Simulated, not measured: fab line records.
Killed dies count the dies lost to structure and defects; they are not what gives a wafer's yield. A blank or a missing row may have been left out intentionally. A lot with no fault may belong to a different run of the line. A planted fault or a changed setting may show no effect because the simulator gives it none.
Chamber matching / flow n5-finfet / cvd-co-01 running N5_BEOL_M5_PRE_CLEAN_77: 3 sister chambers
The step time 15 s. 6 wafers are shown with their chamber, then 12 later ones without.

## WAFERS, EACH WITH ITS CHAMBER
wafer=L084.2; chamber=1; heater-power-w (W)=78
wafer=L089.5; chamber=0; heater-power-w (W)=76
wafer=L089.6; chamber=1; heater-power-w (W)=80
wafer=L088.1; chamber=0; heater-power-w (W)=76
wafer=L088.3; chamber=2; heater-power-w (W)=64
wafer=L088.6; chamber=2; heater-power-w (W)=63

## WAFERS MISSING THEIR CHAMBER
wafer=L090.2; heater-power-w (W)=77
wafer=L090.5; heater-power-w (W)=77
wafer=L090.6; heater-power-w (W)=81
wafer=L092.2; heater-power-w (W)=75
wafer=L092.3; heater-power-w (W)=78
wafer=L092.5; heater-power-w (W)=65
wafer=L094.1; heater-power-w (W)=78
wafer=L094.3; heater-power-w (W)=80
wafer=L094.5; heater-power-w (W)=63
wafer=L095.3; heater-power-w (W)=77
wafer=L095.4; heater-power-w (W)=79
wafer=L095.5; heater-power-w (W)=80

## WHICH CHAMBER EACH WENT THROUGH
wafer=L090.2; from the rows above=can't be placed: 0 or 1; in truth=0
wafer=L090.5; from the rows above=can't be placed: 0 or 1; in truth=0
wafer=L090.6; from the rows above=1; in truth=1
wafer=L092.2; from the rows above=0; in truth=0
wafer=L092.3; from the rows above=can't be placed: 1 or 0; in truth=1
wafer=L092.5; from the rows above=2; in truth=2
wafer=L094.1; from the rows above=can't be placed: 1 or 0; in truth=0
wafer=L094.3; from the rows above=1; in truth=1
wafer=L094.5; from the rows above=2; in truth=2
wafer=L095.3; from the rows above=can't be placed: 0 or 1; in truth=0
wafer=L095.4; from the rows above=1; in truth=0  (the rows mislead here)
wafer=L095.5; from the rows above=1; in truth=1
Correct placement for 6 of the 12. These rows do not allow placing 5 (true chamber among the candidates in 5). 1 placed wrongly.
How it was worked out, from the rows above alone: a wafer's distance from a chamber is the root of the sum, over the readings, of the square of ((its reading less the chamber's mean) divided by the reading's scatter). The wafer belongs to the nearest chamber; if the next one is less than 2 further off, it can't be placed. For every chamber, the mean is computed from those of its wafers that are shown. How the scatter is found: for the shown wafers, subtract from each reading the mean of its chamber, square and add these, divide the total by (wafers less chambers), then take the root.
